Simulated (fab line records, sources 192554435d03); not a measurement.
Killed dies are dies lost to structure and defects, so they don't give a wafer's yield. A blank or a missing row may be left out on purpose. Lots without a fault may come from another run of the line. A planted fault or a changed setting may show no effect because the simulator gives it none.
Which tool did it? | flow n5_finfet | 9 lots, 25 wafers sampled, at 4 steps of a route of 1938

WHAT THE GAUGES READ, wafer by wafer
N5_BEOL_M1_OVL_MEAS_12.
lot  | measured     | on         | M1_OVL (nm)
L240 | day 6 10:59  | overlay-02 | -0.7 -0.2
L241 | day 6 11:09  | overlay-02 | -0.2 -0.8 -1.0
L242 | day 6 14:26  | overlay-02 | 0.0 -0.8 -0.7
L250 | day 8 16:26  | overlay-02 | 10.1 12.4 11.8
L251 | day 9 06:34  | overlay-02 | -1.1 -1.6 -1.7
L253 | day 9 12:02  | overlay-02 | -0.4 -0.4 -1.1
L256 | day 10 07:13 | overlay-02 | -0.2 -0.5
L258 | day 10 10:47 | overlay-02 | -1.0 0.5 -0.2
L260 | day 11 04:05 | overlay-02 | -1.0 -0.5 -0.9

WHICH TOOL RAN EACH LOT (tool, then ch and the chambers of the sampled wafers, then the start)
lot  | N5_BEOL_M0_SPUTTER_132       | N5_BEOL_M1_PECVD_72            | N5_BEOL_M1_EXPOSE_08
L240 | pvd_sputter-01, day 6 04:26  | pecvd-03 ch 1, day 6 07:28     | euv_scanner-02 ch 0, day 6 10:50
L241 | pvd_sputter-01, day 6 04:53  | pecvd-03 ch 0,1, day 6 07:53   | euv_scanner-01 ch 0, day 6 10:59
L242 | pvd_sputter-03, day 6 11:58  | pecvd-02 ch 0,1,2, day 6 13:25 | euv_scanner-02 ch 0, day 6 14:17
L250 | pvd_sputter-01, day 8 12:41  | pecvd-03 ch 0,1, day 8 14:14   | euv_scanner-02 ch 0, day 8 16:16
L251 | pvd_sputter-01, day 9 03:16  | pecvd-03 ch 0,1,2, day 9 04:43 | euv_scanner-01 ch 0, day 9 06:24
L253 | pvd_sputter-02, day 9 07:44  | pecvd-01 ch 0,1,2, day 9 09:47 | euv_scanner-01 ch 0, day 9 11:53
L256 | pvd_sputter-03, day 9 22:40  | pecvd-03 ch 1,2, day 10 01:05  | euv_scanner-01 ch 0, day 10 07:02
L258 | pvd_sputter-02, day 10 08:16 | pecvd-01 ch 0,1, day 10 09:44  | euv_scanner-01 ch 0, day 10 10:38
L260 | pvd_sputter-03, day 11 00:06 | pecvd-02 ch 0,2, day 11 01:34  | euv_scanner-01 ch 0, day 11 03:55
- N5_BEOL_M0_SPUTTER_132: material Cu, target thk 4 nm, time 7.37 s.
- N5_BEOL_M1_PECVD_72: deposits SiO2 from TEOS/O2, target thk 16 nm, time 18 s.
- N5_BEOL_M1_EXPOSE_08: exposes mask M1.

THE ANSWER, worked out from the rows above alone
Rule: what is usual is taken from the lots themselves. Put in order of their means at a reading, lots are off if they are a third of the lots or fewer, leave a main group of 4 or more, and stand apart from it by a gap of 3 or more times the standard deviation of the main group's means; of several such gaps the widest counts. A main group whose means are all the same, to the digits that the tables above print for the reading, isn't used. A lot without any number at a reading at which 4 lots or more have one is off too. The other lots that the step has rows for count as sound.
Off: L250, at N5_BEOL_M1_OVL_MEAS_12 (M1_OVL). The main group: mean -0.6 nm, standard deviation 0.36.
A tool fits if, at a process step before that reading, it ran every lot that is off, and no sound lot after the first of them. The gauges at N5_BEOL_M1_OVL_MEAS_12 are tried like those tools. One fits: euv_scanner-02 at N5_BEOL_M1_EXPOSE_08. Its last sound lot is L242 (day 6 14:17), its first lot that is off L250 (day 8 16:16): a fault that began between those two fits.

WHAT THE SIMULATOR HAD PUT IN
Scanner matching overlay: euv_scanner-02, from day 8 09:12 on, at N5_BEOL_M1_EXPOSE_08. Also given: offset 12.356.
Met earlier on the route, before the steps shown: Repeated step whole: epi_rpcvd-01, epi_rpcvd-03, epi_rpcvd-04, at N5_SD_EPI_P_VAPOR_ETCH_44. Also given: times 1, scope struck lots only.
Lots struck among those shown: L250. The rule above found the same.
